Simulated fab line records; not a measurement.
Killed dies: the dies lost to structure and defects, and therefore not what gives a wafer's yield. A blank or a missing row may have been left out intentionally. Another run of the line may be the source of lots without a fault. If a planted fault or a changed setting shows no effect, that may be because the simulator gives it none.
Chamber matching | flow nandHarc | aldMetal-04 running NHARC_A_CONTACT_ALD_18: 4 sister chambers
The step deposits TiN, target thk 3 nm, pulse time 1 s, ald cycles 150. 8 wafers are shown with their chamber, then 9 later ones without.

== WAFERS WITH THEIR CHAMBER ==
wafer  | chamber | heaterPowerOuterW (W) | heaterPowerW (W)
L076.6 | 3       | 769                   | 1169
L079.2 | 2       | 538                   | 835
L079.6 | 1       | 670                   | 1143
L081.3 | 1       | 632                   | 1103
L081.6 | 3       | 788                   | 1226
L083.2 | 2       | 537                   | 856
L083.3 | 0       | 684                   | 1162
L083.4 | 0       | 709                   | 1135

== WAFERS WHOSE CHAMBER IS MISSING ==
wafer  | heaterPowerOuterW (W) | heaterPowerW (W)
L091.1 | 567                   | 841
L091.3 | 626                   | 1104
L091.5 | 697                   | 1146
L093.3 | 639                   | 1126
L093.4 | 720                   | 1114
L093.5 | 833                   | 1278
L096.2 | 653                   | 1097
L096.3 | 689                   | 1164
L096.5 | 841                   | 1274

== WHICH CHAMBER EACH ONE RAN IN ==
wafer  | from the rows above     | in truth
L091.1 | 2                       | 2
L091.3 | 1                       | 1
L091.5 | 0                       | 0
L093.3 | 1                       | 1
L093.4 | 0                       | 0
L093.5 | 3                       | 3
L096.2 | 1                       | 1
L096.3 | can't be placed: 0 or 1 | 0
L096.5 | 3                       | 3
Correct placement for 8 of the 9. Can't be placed from these rows: 1 (the true chamber is among the candidates in 1). Wrongly placed: 0.
How it was worked out, from the rows above alone: a wafer's distance from a chamber is the root of the sum, over the readings, of the square of ((its reading less the chamber's mean) divided by the reading's scatter). If the next closest chamber is less than 2 further off than the closest, the wafer can't be placed; otherwise it belongs to the closest. For every chamber, the mean is computed from those of its wafers that are shown. The scatter: take each reading less its chamber's mean, square it, sum over the shown wafers, divide by the number of wafers less the number of chambers, and take the root.
